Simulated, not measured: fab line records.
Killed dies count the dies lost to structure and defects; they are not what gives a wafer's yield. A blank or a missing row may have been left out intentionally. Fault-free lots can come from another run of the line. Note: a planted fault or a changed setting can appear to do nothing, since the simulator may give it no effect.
fab line records	flow n5_finfet
record: lots: 7	wafers: 39
route steps=1938 shown FIN_SAQP@96 DUMMY_GATE@246 SD_EPI_N@288 MOL_CONTACT_COAG@547 BEOL_M1@797 BEOL_M2@883 BEOL_M4@1067 BEOL_M6@1212
start_h: hours from the record's first day to the start of the lot's first wafer shown	wait_h: hours since the lot's step before	" repeats the value in the row above	L1.1+2: a single row standing in for several wafers	- value missing, or start not given	* or withheld: withheld	< > ~ a bound
route shown NAME@n: a module of which the file shows steps, and the number in the route of the first	usual: mean/standard deviation of fault-free wafers	same: alike in all rows	chamber/n: place in a boat	sites: each site's reading	_std_site: the standard deviation of these	_edge_site: mean of outer sites minus mean of inner sites	radius_mm: how far each site lies from the wafer's centre	mask NAME#n: copy n	behind: the most recent tool/chamber to have shaped the wafer	hold: why the lot went on hold/how many hours it stayed there/how the hold came to an end	device: transistor that didn't switch, given as n, p or np	end of line: the route-end tests of the same wafers	a step given without rows: its recipe and nothing more	killed: not the wafer's yield, but the dies lost to structure and defects at the first sort	map: a wafer's dies, marking killed ones x, the rest . and places with no die _
set.NAME: the setting the step ran with; set.NAME@STEP: the setting that earlier step ran with	model.NAME: the simulator's own value behind a step, which no gauge read
lots where settings were altered on purpose, with a table for each step and a row for each wafer
== steps ==
step: N5_FIN_SAQP_HM_DEP_03
recipe: material: SiNx	target_thk_a: 380	temp_c: 400	precursor: SiH4/NH3/N2	pressure_torr: 1.5	rf_w: 300	time_s: 33.6
lot.wafer	tool	chamber	start_h	wait_h	set.target_thk_a	model.SiNx_of_FIN_SAQP_HM_DEP_03.thk_nm
L076.1	pecvd-01	2	33.00	0.2	280.2	27.6
L076.2	"	0	"	"	380	37.45
L076.3	"	1	"	"	280.2	27.65
L076.4	"	1	"	"	380	37.81
L076.5	"	2	"	"	380	38.07
L076.6	"	0	"	"	280.2	28.88
L083.1	pecvd-04	0	76.79	0.2	443.2	43.51
L083.2	"	1	"	"	380	37.44
L083.3	"	2	"	"	443.2	43.95
L083.4	"	1	"	"	380	37.58
L083.5	"	0	"	"	443.2	44.82
L083.6	"	2	"	"	380	38.01
L084.1	pecvd-01	1	80.84	0.2	380	37.52
L084.2	"	0	"	"	223.1	22.49
L084.3	"	2	"	"	380	38.6
L084.4	"	0	"	"	223.1	22.48
L084.5	"	2	"	"	223.1	23.05
L084.6	"	1	"	"	380	37.87
L085.1	pecvd-04	2	87.76	0.2	184.9	18.39
L085.2	"	1	"	"	380	37.01
L085.3	"	0	"	"	184.9	17.81
L085.4	"	2	"	"	380	38.26
L085.5	"	1	"	"	380	37.6
L085.6	"	0	"	"	184.9	18.35
L090.1	pecvd-02	0	116.69	0.2	498.4	49.67
L090.2	"	1	"	"	380	37.69
L090.3	"	2	"	"	380	37.37
L090.4	"	1	"	"	380	38.5
L090.5	"	2	"	"	498.4	50.33
L090.6	"	0	"	"	498.4	50.29
L093.1	pecvd-02	1	134.98	0.2	380	37.62
L093.2	"	0	"	"	380	38.55
L093.6	"	0	"	"	380	39.33
L095.1	pecvd-01	0	146.37	0.2	380	37.76
L095.2	"	2	"	"	380	37.9
L095.3	"	1	"	"	380	37.63
L095.4+5	"	2,0	"	"	538.3	54.32
L095.6	"	1	"	"	538.3	54.17
step: N5_FIN_SAQP_THK_MEAS_05
usual: thk_nm: 38.1/0.52
lot.wafer	tool	chamber	start_h	wait_h	set.target_thk_a@FIN_SAQP_HM_DEP_03	thk_nm
L076.1	film_metro-01	-	33.09	0.1	280.2	27.6
L076.2	"	-	"	"	380	37.4
L076.3	"	-	"	"	280.2	27.6
L076.4	"	-	"	"	380	37.8
L076.5	"	-	"	"	380	38.0
L076.6	"	-	"	"	280.2	28.9
L083.1	film_metro-01	-	76.87	0.1	443.2	43.5
L083.2	"	-	"	"	380	37.4
L083.3	"	-	"	"	443.2	44.0
L083.4	"	-	"	"	380	37.6
L083.5	"	-	"	"	443.2	44.8
L083.6	"	-	"	"	380	38.0
L084.1	film_metro-01	-	80.93	0.1	380	37.5
L084.2	"	-	"	"	223.1	22.5
L084.3	"	-	"	"	380	38.5
L084.4	"	-	"	"	223.1	22.5
L084.5	"	-	"	"	223.1	23.1
L084.6	"	-	"	"	380	37.9
L085.1	film_metro-01	-	87.85	0.1	184.9	18.4
L085.2	"	-	"	"	380	37.0
L085.3	"	-	"	"	184.9	17.8
L085.4	"	-	"	"	380	38.2
L085.5	"	-	"	"	380	37.6
L085.6	"	-	"	"	184.9	18.3
L090.1	film_metro-02	-	116.78	0.1	498.4	49.7
L090.2	"	-	"	"	380	37.7
L090.3	"	-	"	"	380	37.4
L090.4	"	-	"	"	380	38.5
L090.5	"	-	"	"	498.4	50.3
L090.6	"	-	"	"	498.4	50.3
L093.1	film_metro-01	-	135.07	0.1	380	37.6
L093.2	"	-	"	"	380	38.6
L093.6	"	-	"	"	380	39.3
L095.1	film_metro-02	-	146.45	0.1	380	37.8
L095.2	"	-	"	"	380	37.9
L095.3	"	-	"	"	380	37.6
L095.4	"	-	"	"	538.3	54.3
L095.5	"	-	"	"	538.3	54.4
L095.6	"	-	"	"	538.3	54.2
step: N5_FIN_SAQP_PECVD_47
recipe: material: a-Si	target_thk_a: 450	temp_c: 400	precursor: SiH4/He	pressure_torr: 3	rf_w: 100	time_s: 36.3
step: N5_FIN_SAQP_PECVD_48
recipe: material: SiNx	target_thk_a: 250	temp_c: 400	precursor: SiH4/NH3/N2	pressure_torr: 1.5	rf_w: 300	time_s: 22.1
step: N5_FIN_SAQP_MANDREL2_REMOVE_60
recipe: chemistry: HBr/Cl2/O2	bt_time_s: 10	target: a-Si	stop_on: SiNx	endpoint: OES-SiCl	over_etch_frac: 1	icp_w: 600	bias_w: 22	HBr_flow_sccm: 150	Cl2_flow_sccm: 80	O2_flow_sccm: 5	pressure_mtorr: 10
step: N5_FIN_SAQP_HM_OPEN_33
recipe: chemistry: CH3F/O2	target: SiNx	mask_material: SiO2	target_depth_a: 494	time_s: 70.6	pressure_mtorr: 30	source_w: 395	bias_w: 73	Ar_flow_sccm: 150	CH3F_flow_sccm: 30	O2_flow_sccm: 20	ion_energy_ev: 120	ends: cleared
usual: etch_rf_on_time_s: 69.4/1.7
lot.wafer	tool	chamber	start_h	wait_h	set.target_thk_a@FIN_SAQP_HM_DEP_03	etch_rf_on_time_s	model.etch.depth_nm
L076.1	rie_diel-06	3	37.98	0.1	280.2	48.6	26.97
L076.2	"	0	"	"	380	66.9	36.82
L076.3	"	1	"	"	280.2	50.7	27.02
L076.4	"	0	"	"	380	67.8	37.18
L076.5	"	3	"	"	380	67.7	37.44
L076.6	"	1	"	"	280.2	52.9	28.26
L083.1	rie_diel-01	1	81.52	0.0	443.2	82.0	42.88
L083.2	"	2	"	"	380	70.7	36.7
L083.3	"	3	"	"	443.2	78.2	43.27
L083.4	"	2	"	"	380	70.5	36.95
L083.5	"	1	"	"	443.2	84.6	44.14
L083.6	"	3	"	"	380	68.0	37.27
L084.1	rie_diel-04	2	86.15	0.0	380	69.4	36.83
L084.2	"	0	"	"	223.1	39.5	21.75
L084.3	"	3	"	"	380	68.2	37.98
L084.4	"	1	"	"	223.1	41.0	21.74
L084.5	"	0	"	"	223.1	40.7	22.42
L084.6	"	3	"	"	380	66.7	37.19
L085.1	rie_diel-01	1	94.19	0.0	184.9	33.7	17.68
L085.2	"	3	"	"	380	65.9	36.31
L085.3	"	2	"	"	184.9	32.6	17.19
L085.4	"	2	"	"	380	70.8	37.47
L085.5	"	1	"	"	380	70.8	36.97
L085.6	"	3	"	"	184.9	32.2	17.66
L090.1	rie_diel-01	0	121.56	0.0	498.4	89.7	48.98
L090.2	"	3	"	"	380	65.7	36.94
L090.3	"	1	"	"	380	68.7	36.74
L090.4	"	2	"	"	380	70.9	37.88
L090.5	"	1	"	"	498.4	93.1	49.64
L090.6	"	2	"	"	498.4	92.8	49.55
L093.1	rie_diel-01	3	139.73	0.0	380	66.4	36.99
L093.2	"	0	"	"	380	69.6	37.92
L093.6	"	1	"	"	380	72.8	38.5
L095.1	rie_diel-04	1	151.62	0.0	380	70.8	37.05
L095.2	"	3	"	"	380	67.5	37.2
L095.3	"	2	"	"	380	70.5	37
L095.4	"	0	"	"	538.3	100.3	53.63
L095.5	"	2	"	"	538.3	102.3	53.69
L095.6	"	1	"	"	538.3	102.3	53.46
step: N5_DUMMY_GATE_ETCH_32
recipe: chemistry: CF4	target: SiO2	target_depth_a: 35	time_s: 3.9	ion_energy_ev: 350	pressure_mtorr: 10	icp_w: 800	bias_w: 400	cf4_flow_sccm: 80
lot.wafer	tool	chamber	start_h	wait_h	set.time_s	model.etch.depth_nm
L076.1	rie_si-02	3	58.49	0.1	3.9	3.617
L076.2	"	2	"	"	2.752	2.516
L076.3	"	0	"	"	3.9	3.412
L076.4	"	2	"	"	2.752	2.507
L076.5	"	0	"	"	3.9	3.435
L076.6	"	3	"	"	2.752	2.544
L083.1	rie_si-06	2	103.23	0.1	3.9	3.47
L083.2	"	3	"	"	3.9	3.377
L083.3	"	0	"	"	3.9	3.528
L083.4	"	1	"	"	3.9	3.539
L083.5	"	0	"	"	3.9	3.538
L083.6	"	1	"	"	3.9	3.532
L084.1	rie_si-06	1	106.63	0.1	1.648	1.496
L084.2	"	2	"	"	3.9	3.466
L084.3	"	3	"	"	1.648	1.457
L084.4	"	0	"	"	1.648	1.487
L084.5	"	1	"	"	3.9	3.53
L084.6	"	0	"	"	3.9	3.54
L085.1	rie_si-04	3	115.49	0.1	5.067	4.44
L085.2	"	2	"	"	5.067	4.616
L085.3	"	0	"	"	3.9	3.517
L085.4	"	1	"	"	3.9	3.4
L085.5	"	1	"	"	5.067	4.435
L085.6	"	2	"	"	3.9	3.585
L090.1	rie_si-06	0	144.35	0.1	3.9	3.569
L090.2	"	2	"	"	1.693	1.515
L090.3	"	3	"	"	1.693	1.481
L090.4	"	1	"	"	3.9	3.529
L090.5	"	2	"	"	3.9	3.511
L090.6	"	3	"	"	1.693	1.488
L093.1	rie_si-06	3	162.19	0.1	3.9	3.434
L093.2	"	0	"	"	3.9	3.582
L093.6	"	0	"	"	3.9	3.609
L095.1	rie_si-04	2	172.06	0.1	3.9	3.511
L095.2	"	3	"	"	5.541	4.855
L095.3	"	1	"	"	5.541	4.81
L095.4	"	0	"	"	3.9	3.506
L095.5	"	3	"	"	5.541	4.884
L095.6	"	2	"	"	3.9	3.562
step: N5_SD_EPI_N_EPI_21
recipe: material: Si:P	dopant: P	temp_c: 680	pressure_torr: 255	time_s: 690
lot.wafer	tool	chamber	start_h	wait_h	set.time_s	model.Si-P_of_SD_EPI_N_EPI_21.thk_nm
L076.1+2	epi_rpcvd-04	0	62.06	0.1	690	58
L076.3	"	0	"	"	690	58.6
L076.4	"	0	"	"	690	57.8
L076.5	"	0	"	"	690	57.6
L076.6	"	0	"	"	690	58.4
L083.1+5	epi_rpcvd-01	0	106.56	0.1	1016	78.6
L083.2	"	0	"	"	690	59.2
L083.3	"	0	"	"	690	59.8
L083.4	"	0	"	"	690	59
L083.6	"	0	"	"	1016	79
L084.1	epi_rpcvd-01	0	110.20	0.1	690	59
L084.2	"	0	"	"	690	59.4
L084.3	"	0	"	"	690	59.6
L084.4	"	0	"	"	690	59.2
L084.5+6	"	0	"	"	690	59.8
L085.1+4	epi_rpcvd-02	0	118.97	0.1	690	58.6
L085.2	"	0	"	"	690	58.8
L085.3+6	"	0	"	"	690	59
L085.5	"	0	"	"	690	59.2
L090.1	epi_rpcvd-04	0	148.23	0.2	690	58.6
L090.2	"	0	"	"	690	57.8
L090.3	"	0	"	"	690	57.6
L090.4	"	0	"	"	690	58.8
L090.5	"	0	"	"	690	59.4
L090.6	"	0	"	"	690	58.4
L093.1	epi_rpcvd-04	0	165.91	0.2	690	58.8
L093.2+6	"	0	"	"	690	59
L095.1+5	epi_rpcvd-02	0	175.74	0.2	690	59.4
L095.2	"	0	"	"	496.5	46.6
L095.3+6	"	0	"	"	496.5	46.8
L095.4	"	0	"	"	690	60
step: N5_SD_EPI_N_EPI_MEAS_23
recipe: mode: xrd
usual: thk_nm: 58.9/1.4
lot.wafer	tool	chamber	start_h	wait_h	set.time_s@SD_EPI_N_EPI_21	thk_nm
L076.1	film_metro-02	-	63.78	1.4	690	59.9
L076.2	"	-	"	"	690	56.4
L076.3	"	-	"	"	690	57.4
L076.4	"	-	"	"	690	56.8
L076.5	"	-	"	"	690	59.1
L076.6	"	-	"	"	690	58.0
L083.1	film_metro-01	-	108.27	1.4	1016	77.3
L083.2	"	-	"	"	690	59.3
L083.3	"	-	"	"	690	59.8
L083.4	"	-	"	"	690	60.1
L083.5	"	-	"	"	1016	79.9
L083.6	"	-	"	"	1016	79.0
L084.1	film_metro-02	-	111.91	1.4	690	58.2
L084.2	"	-	"	"	690	60.4
L084.3	"	-	"	"	690	60.2
L084.4	"	-	"	"	690	60.9
L084.5	"	-	"	"	690	61.0
L084.6	"	-	"	"	690	60.4
L085.1	film_metro-01	-	121.25	1.9	690	57.2
L085.2	"	-	"	"	690	60.4
L085.3	"	-	"	"	690	59.2
L085.4	"	-	"	"	690	57.7
L085.5	"	-	"	"	690	57.8
L085.6	"	-	"	"	690	58.3
L090.1	film_metro-01	-	150.51	1.9	690	58.6
L090.2	"	-	"	"	690	57.4
L090.3	"	-	"	"	690	54.5
L090.4	"	-	"	"	690	57.9
L090.5	"	-	"	"	690	58.9
L090.6	"	-	"	"	690	58.0
L093.1	film_metro-02	-	168.18	1.9	690	59.1
L093.2	"	-	"	"	690	57.0
L093.6	"	-	"	"	690	59.9
L095.1	film_metro-02	-	178.02	1.9	690	59.3
L095.2	"	-	"	"	496.5	45.7
L095.3	"	-	"	"	496.5	45.8
L095.4	"	-	"	"	690	60.5
L095.5	"	-	"	"	690	61.0
L095.6	"	-	"	"	496.5	47.2
step: N5_MOL_CONTACT_COAG_SPUTTER_143
recipe: material: Co	target_thk_a: 25	temp_c: 25	chamber_pressure_pa: 0.2
lot.wafer	tool	chamber	start_h	wait_h	set.target_thk_a	model.Co_of_MOL_CONTACT_COAG_SPUTTER_143.thk_nm
L076.1+4+6	pvd_sputter-03	-	104.30	0.0	31.14	3
L076.2+3+5	"	-	"	"	25	2.4
L083.1+2+3+4+5	pvd_sputter-02	-	145.62	0.0	25	2.6
L083.6	"	-	"	"	25	2.8
L084.1+5	pvd_sputter-02	-	150.34	0.0	25	2.6
L084.2	"	-	"	"	37.13	4
L084.3+4	"	-	"	"	37.13	3.8
L084.6	"	-	"	"	25	2.8
L085.1+3+5	pvd_sputter-03	-	158.20	0.0	20.58	1.8
L085.2+4+6	"	-	"	"	25	2.2
L090.1	pvd_sputter-01	-	192.54	0.0	25	2
L090.2+5	"	-	"	"	25	2.2
L090.3+4+6	"	-	"	"	29.73	2.8
L093.1+2+6	pvd_sputter-02	-	208.96	0.0	25	2.6
L095.1+3+4	pvd_sputter-03	-	215.52	0.0	18.47	1.8
L095.2+5+6	"	-	"	"	25	2.4
step: N5_MOL_CONTACT_COAG_ETCHBACK_134
recipe: chemistry: CHF3	target: SiO2	target_depth_a: 100	time_s: 6.7	ion_energy_ev: 200	pressure_mtorr: 30	source_w: 610	bias_w: 170	Ar_flow_sccm: 200	CHF3_flow_sccm: 50
lot.wafer	tool	chamber	start_h	wait_h	set.target_depth_a	model.CAR-EUV_of_MOL_CONTACT_COAG_COAT_34.thk_nm
L076.1+5	rie_diel-01	1,0	113.22	0.1	117	15.4
L076.2	"	0	"	"	100	15.4
L076.3	"	2	"	"	100	15.2
L076.4	"	3	"	"	117	15.2
L076.6	"	3	"	"	100	15.6
L083.1+2+4+5	rie_diel-04	2,0,1,3	155.97	0.1	100	15.4
L083.3+6	"	3,2	"	"	100	15.6
L084.1	rie_diel-01	2	159.76	0.1	47.97	16.4
L084.2+3	"	0,3	"	"	100	15.4
L084.4	"	1	"	"	47.97	16.2
L084.5	"	2	"	"	100	15.8
L084.6	"	3	"	"	47.97	16
L085.1	rie_diel-04	3	166.89	0.1	100	15.4
L085.2	"	2	"	"	122.7	15.2
L085.3+5	"	0	"	"	122.7	15.4
L085.4	"	1	"	"	100	15.8
L085.6	"	1	"	"	100	15.6
L090.1+3+4	rie_diel-04	2,3,0	202.78	0.1	100	15.6
L090.2+6	"	1,2	"	"	41.59	16.2
L090.5	"	1	"	"	41.59	16.4
L093.1	rie_diel-01	0	218.11	0.1	100	15.4
L093.2+6	"	3,2	"	"	100	15.6
L095.1	rie_diel-04	1	223.15	0.1	100	15.8
L095.2	"	3	"	"	100	15.6
L095.3+4	"	2,0	"	"	61.44	16
L095.5	"	1	"	"	61.44	16.2
L095.6	"	0	"	"	100	15.4
step: N5_BEOL_M1_VIA_ETCH_34
recipe: chemistry: C4F6/O2	target_depth_a: 678	mask_material: SOC	pressure_mtorr: 15	ion_energy_ev: 250	taper_deg: 4	time_s: 64.4	source_w: 350	bias_w: 170	Ar_flow_sccm: 300	C4F6_flow_sccm: 10	O2_flow_sccm: 10
lot.wafer	tool	chamber	start_h	wait_h	set.target_depth_a	model.etch.depth_nm	model.SOC_of_BEOL_M1_COAT_67.thk_nm
L076.1	rie_diel-02	1	132.56	0.0	936.1	90.24	49.8
L076.2	"	0	"	"	678	68.51	52.4
L076.3	"	2	"	"	678	68.21	52.6
L076.4	"	3	"	"	678	66.28	52.4
L076.5	"	0	"	"	936.1	94.45	49.2
L076.6	"	1	"	"	936.1	90.96	49.8
L083.1	rie_diel-05	2	180.60	0.0	999.6	99.37	48.2
L083.2	"	3	"	"	678	66.21	52.2
L083.3	"	0	"	"	678	69.15	51.6
L083.4	"	0	"	"	999.6	102.1	47.8
L083.5	"	3	"	"	678	66.22	52.2
L083.6	"	2	"	"	999.6	99.08	48.2
L084.1	rie_diel-02	0	186.79	0.0	678	68.46	52
L084.2	"	3	"	"	956.5	92.15	49.2
L084.3	"	2	"	"	956.5	96.04	48.8
L084.4	"	2	"	"	678	68.96	52
L084.5	"	0	"	"	678	68.76	52.2
L084.6	"	3	"	"	956.5	92.68	49.4
L085.1	rie_diel-03	1	188.77	0.0	678	65.9	52.4
L085.2	"	0	"	"	811.2	82.49	50.4
L085.3	"	2	"	"	811.2	81.24	50.4
L085.4	"	3	"	"	811.2	79.92	50.8
L085.5	"	2	"	"	678	68.3	51.8
L085.6	"	3	"	"	678	66.65	52.2
L090.1	rie_diel-02	0	231.52	0.0	678	68.6	52
L090.2	"	3	"	"	678	68.2	52
L090.3	"	1	"	"	678	68.12	52
L090.4	"	0	"	"	274.1	27.46	56.4
L090.5	"	3	"	"	274.1	27.71	56.6
L090.6	"	1	"	"	274.1	27.7	56.8
L093.1	rie_diel-05	1	246.52	0.0	678	70.05	52
L093.2	"	3	"	"	678	65.25	52.4
L093.6	"	3	"	"	678	65.46	52.4
L095.1	rie_diel-05	0	249.88	0.0	678	67.65	52
L095.2	"	3	"	"	678	64.89	52.8
L095.3	"	2	"	"	294.6	29.72	56.8
L095.4	"	1	"	"	678	70.26	52
L095.5	"	3	"	"	294.6	28.17	57.2
L095.6	"	0	"	"	294.6	29.32	56.8
step: N5_BEOL_M2_ETCHBACK_99
recipe: chemistry: CHF3	target: SiO2	target_depth_a: 50	time_s: 10.4	source_w: 215	bias_w: 47	Ar_flow_sccm: 200	CHF3_flow_sccm: 12	ion_energy_ev: 100	pressure_mtorr: 30
lot.wafer	tool	chamber	start_h	wait_h	set.target_depth_a	model.CAR-EUV_of_BEOL_M2_COAT_22.thk_nm
L076.1+2+3	rie_diel-04	2,1,3	150.52	8.2	27.2	10.8
L076.4+5+6	"	0,2,1	"	"	50	10.4
L083.1+5	rie_diel-06	3,0	191.66	3.4	50	10.4
L083.2	"	2	"	"	23.36	10.6
L083.3+6	"	0,3	"	"	23.36	10.8
L083.4	"	2	"	"	50	10.2
L084.1+3	rie_diel-06	2,1	198.69	3.5	50	10.4
L084.2+6	"	3,2	"	"	21.98	11
L084.4	"	0	"	"	21.98	10.8
L084.5	"	3	"	"	50	10.6
L085.1	rie_diel-04	3	198.72	0.1	50	10.2
L085.2+3+4+5+6	"	1,2,0,1,0	"	"	50	10.4
L090.1+5	rie_diel-01	2,0	243.12	3.3	75.71	10.2
L090.2	"	0	"	"	50	10.6
L090.3	"	3	"	"	75.71	10
L090.4+6	"	1	"	"	50	10.4
L093.1	rie_diel-06	2	258.26	4.4	50	10.6
L093.2+6	"	3,0	"	"	50	10.4
L095.1+6	rie_diel-04	3	261.76	2.9	50	10.2
L095.2	"	2	"	"	50	10.6
L095.3+4+5	"	0,0,2	"	"	50	10.4
step: N5_BEOL_M4_VIA_ETCH_34
recipe: chemistry: C4F6/O2	target_depth_a: 694	mask_material: SOC	pressure_mtorr: 15	ion_energy_ev: 250	taper_deg: 4	time_s: 65.9	source_w: 350	bias_w: 170	Ar_flow_sccm: 300	C4F6_flow_sccm: 10	O2_flow_sccm: 10
lot.wafer	tool	chamber	start_h	wait_h	set.target_depth_a	model.etch.depth_nm	model.SOC_of_BEOL_M4_COAT_67.thk_nm
L076.1	rie_diel-06	1	177.67	0.0	694	67.91	52.2
L076.2	"	0	"	"	462.8	46.46	54.6
L076.3	"	2	"	"	694	70.65	51.8
L076.4	"	3	"	"	694	70.72	51.6
L076.5	"	2	"	"	462.8	47.04	54.6
L076.6	"	3	"	"	462.8	46.83	54.6
L083.1	rie_diel-04	3	216.24	0.0	306.7	31.18	56.2
L083.2	"	1	"	"	306.7	29.73	56.4
L083.3	"	0	"	"	694	68.92	51.6
L083.4	"	2	"	"	306.7	29.66	56.2
L083.5	"	0	"	"	694	69.38	51.6
L083.6	"	3	"	"	694	70.75	51.2
L084.1	rie_diel-04	0	217.00	0.0	414.3	41.64	54.8
L084.2	"	2	"	"	694	67.59	52
L084.3	"	3	"	"	414.3	42.64	54.8
L084.4	"	1	"	"	694	67.47	52
L084.5	"	1	"	"	694	68.03	52
L084.6	"	0	"	"	414.3	41.46	55
L085.1	rie_diel-01	0	219.20	0.0	467.5	46.89	54.4
L085.2	"	2	"	"	694	68.41	52.2
L085.3	"	1	"	"	694	67.41	52.4
L085.4	"	3	"	"	467.5	47.75	54.2
L085.5	"	0	"	"	467.5	46.54	54.6
L085.6	"	1	"	"	694	67.7	52.2
L090.1	rie_diel-01	1	264.63	0.0	694	66.72	52.4
L090.2	"	3	"	"	694	70.27	52
L090.3	"	0	"	"	993.5	99.44	48.6
L090.4	"	2	"	"	993.5	97.62	49
L090.5	"	3	"	"	993.5	100.7	48.4
L090.6	"	0	"	"	694	68.9	52.2
L093.1	rie_diel-06	0	281.67	0.0	694	68.87	51.6
L093.2	"	2	"	"	694	69.44	51.8
L093.6	"	0	"	"	694	69.58	51.4
L095.1	rie_diel-04	1	287.27	0.0	694	67.87	52.4
L095.2	"	0	"	"	694	70.04	51.8
L095.3	"	3	"	"	694	72.01	51.6
L095.4	"	2	"	"	694	67.12	52
L095.5	"	2	"	"	694	67.38	52
L095.6	"	3	"	"	694	71.46	51.6
step: N5_BEOL_M6_ETCH_62
recipe: chemistry: N2/H2	target: SOC	target_depth_a: 1100	overetch_a: 220	mask_material: SiARC	temp_c: 40	time_s: 165	ion_energy_ev: 200	pressure_mtorr: 30	source_w: 840	bias_w: 150	n2_flow_sccm: 200	h2_flow_sccm: 200
lot.wafer	tool	chamber	start_h	wait_h	set.time_s	model.SiARC_of_BEOL_M6_COAT_60.thk_nm
L076.1+4	rie_diel-06	1,2	199.79	0.0	165	28.2
L076.2	"	0	"	"	104.7	30.8
L076.3	"	3	"	"	104.7	30.4
L076.5	"	2	"	"	104.7	30.6
L076.6	"	3	"	"	165	27.8
L083.1+6	rie_diel-06	2,3	237.82	0.0	165	28.2
L083.2	"	0	"	"	165	28.4
L083.3+5	"	1,0	"	"	131	29.6
L083.4	"	3	"	"	131	29.8
L084.1+2+3+4	rie_diel-06	2,3,1,0	244.34	0.0	165	28.2
L084.5	"	3	"	"	165	28
L084.6	"	0	"	"	165	28.4
L085.1+2	rie_diel-01	3,0	244.51	0.0	126.3	29.8
L085.3+4	"	1,2	"	"	165	28.4
L085.5	"	3	"	"	165	28.2
L085.6	"	2	"	"	126.3	30
L090.1	rie_diel-06	2	285.74	0.0	128.5	30
L090.2+5	"	0,3	"	"	128.5	29.8
L090.3+6	"	1,2	"	"	165	28.4
L090.4	"	3	"	"	165	28
L093.1+2+6	rie_diel-06	1,2,0	305.33	0.0	165	28.4
L095.1	rie_diel-04	3	308.11	0.0	189.9	26.8
L095.2	"	2	"	"	165	28.6
L095.3	"	1	"	"	165	28.8
L095.4	"	0	"	"	165	28.2
L095.5	"	0	"	"	189.9	27.2
L095.6	"	1	"	"	189.9	27.8
== key ==
split: step: N5_FIN_SAQP_HM_DEP_03	setting: target_thk_a	stated: 380	by: wafer
response: step: N5_FIN_SAQP_HM_DEP_03	reading: model.SiNx_of_FIN_SAQP_HM_DEP_03.thk_nm	change: +0.382	per: 1%	r: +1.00
response: step: N5_FIN_SAQP_THK_MEAS_05	reading: thk_nm	change: *	per: 1%	r: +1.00
response: step: N5_FIN_SAQP_HM_OPEN_33	reading: etch_rf_on_time_s	change: *	per: 1%	r: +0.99
response: step: N5_FIN_SAQP_HM_OPEN_33	reading: model.etch.depth_nm	change: +0.382	per: 1%	r: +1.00
split: step: N5_DUMMY_GATE_ETCH_32	setting: time_s	stated: 3.9	by: wafer
response: step: N5_DUMMY_GATE_ETCH_32	reading: model.etch.depth_nm	change: +0.0344	per: 1%	r: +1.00
split: step: N5_SD_EPI_N_EPI_21	setting: time_s	stated: 690	by: wafer
response: step: N5_SD_EPI_N_EPI_21	reading: model.Si-P_of_SD_EPI_N_EPI_21.thk_nm	change: +0.423	per: 1%	r: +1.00
response: step: N5_SD_EPI_N_EPI_MEAS_23	reading: thk_nm	change: *	per: 1%	r: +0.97
split: step: N5_MOL_CONTACT_COAG_SPUTTER_143	setting: target_thk_a	stated: 25	by: wafer
response: step: N5_MOL_CONTACT_COAG_SPUTTER_143	reading: model.Co_of_MOL_CONTACT_COAG_SPUTTER_143.thk_nm	change: +0.0251	per: 1%	r: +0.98
split: step: N5_MOL_CONTACT_COAG_ETCHBACK_134	setting: target_depth_a	stated: 100	by: wafer
response: step: N5_MOL_CONTACT_COAG_ETCHBACK_134	reading: model.CAR-EUV_of_MOL_CONTACT_COAG_COAT_34.thk_nm	change: -0.0117	per: 1%	r: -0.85
split: step: N5_BEOL_M1_VIA_ETCH_34	setting: target_depth_a	stated: 678	by: wafer
response: step: N5_BEOL_M1_VIA_ETCH_34	reading: model.etch.depth_nm	change: +0.67	per: 1%	r: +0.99
response: step: N5_BEOL_M1_VIA_ETCH_34	reading: model.SOC_of_BEOL_M1_COAT_67.thk_nm	change: -0.0787	per: 1%	r: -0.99
split: step: N5_BEOL_M2_ETCHBACK_99	setting: target_depth_a	stated: 50	by: wafer
response: step: N5_BEOL_M2_ETCHBACK_99	reading: model.CAR-EUV_of_BEOL_M2_COAT_22.thk_nm	change: -0.00774	per: 1%	r: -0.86
split: step: N5_BEOL_M4_VIA_ETCH_34	setting: target_depth_a	stated: 694	by: wafer
response: step: N5_BEOL_M4_VIA_ETCH_34	reading: model.etch.depth_nm	change: +0.685	per: 1%	r: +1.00
response: step: N5_BEOL_M4_VIA_ETCH_34	reading: model.SOC_of_BEOL_M4_COAT_67.thk_nm	change: -0.0794	per: 1%	r: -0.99
split: step: N5_BEOL_M6_ETCH_62	setting: time_s	stated: 165	by: wafer
response: step: N5_BEOL_M6_ETCH_62	reading: model.SiARC_of_BEOL_M6_COAT_60.thk_nm	change: -0.07	per: 1%	r: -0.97
